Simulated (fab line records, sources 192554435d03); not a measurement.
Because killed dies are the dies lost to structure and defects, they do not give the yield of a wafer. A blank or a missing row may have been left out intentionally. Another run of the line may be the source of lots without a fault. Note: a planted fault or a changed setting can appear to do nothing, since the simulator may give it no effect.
Chamber matching :: flow n5_finfet :: cmp-04 running N5_GATE_CUT_CMP_02: 4 sister chambers
The step polishes, stops on SiO2, t overpolish 12.7 s, target thk 0 nm. 8 wafers are shown with their chamber, then 8 later ones without.

## WAFERS WITH THEIR CHAMBER
wafer: L077.2
chamber: 0
motor_current_A (A): 8.6
time_to_endpoint_s (s): 28.1

wafer: L084.3
chamber: 2
motor_current_A (A): 10.0
time_to_endpoint_s (s): 25.5

wafer: L084.4
chamber: 3
motor_current_A (A): 9.4
time_to_endpoint_s (s): 26.1

wafer: L084.6
chamber: 0
motor_current_A (A): 8.5
time_to_endpoint_s (s): 29.0

wafer: L086.1
chamber: 3
motor_current_A (A): 9.2
time_to_endpoint_s (s): 25.9

wafer: L086.3
chamber: 2
motor_current_A (A): 9.7
time_to_endpoint_s (s): 25.7

wafer: L086.4
chamber: 1
motor_current_A (A): 9.1
time_to_endpoint_s (s): 29.2

wafer: L089.2
chamber: 1
motor_current_A (A): 9.1
time_to_endpoint_s (s): 25.2

## WAFERS WITH NO CHAMBER GIVEN
wafer: L089.4
motor_current_A (A): 9.2
time_to_endpoint_s (s): 25.3

wafer: L089.5
motor_current_A (A): 8.7
time_to_endpoint_s (s): 24.7

wafer: L092.1
motor_current_A (A): 8.7
time_to_endpoint_s (s): 25.0

wafer: L092.2
motor_current_A (A): 10.1
time_to_endpoint_s (s): 26.2

wafer: L092.3
motor_current_A (A): 9.3
time_to_endpoint_s (s): 26.8

wafer: L094.3
motor_current_A (A): 9.6
time_to_endpoint_s (s): 26.0

wafer: L094.5
motor_current_A (A): 9.3
time_to_endpoint_s (s): 23.1

wafer: L094.6
motor_current_A (A): 9.3
time_to_endpoint_s (s): 26.2

## WHICH CHAMBER EACH ONE RAN IN
wafer: L089.4
from the rows above: can't be placed: 3 or 1
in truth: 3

wafer: L089.5
from the rows above: can't be placed: 0 or 1 or 3
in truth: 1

wafer: L092.1
from the rows above: can't be placed: 0 or 1 or 3
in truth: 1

wafer: L092.2
from the rows above: 2
in truth: 2

wafer: L092.3
from the rows above: can't be placed: 3 or 1
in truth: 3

wafer: L094.3
from the rows above: can't be placed: 2 or 3 or 1
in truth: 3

wafer: L094.5
from the rows above: can't be placed: 3 or 1
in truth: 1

wafer: L094.6
from the rows above: can't be placed: 3 or 1
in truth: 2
Correct placement for 1 of the 8. Can't be placed from these rows: 7 (the true chamber is among the candidates in 6). Number placed wrongly: 0.
How it was worked out, from the rows above alone: a wafer's distance from a chamber is the root of the sum, over the readings, of the square of ((its reading less the chamber's mean) divided by the reading's scatter). The wafer belongs to the nearest chamber; if the next one is less than 2 further off, it can't be placed. Each chamber's mean is taken over the wafers shown for it. The scatter is the square root of a quotient: the sum, over the shown wafers, of each reading's squared deviation from its chamber's mean, divided by wafers minus chambers.
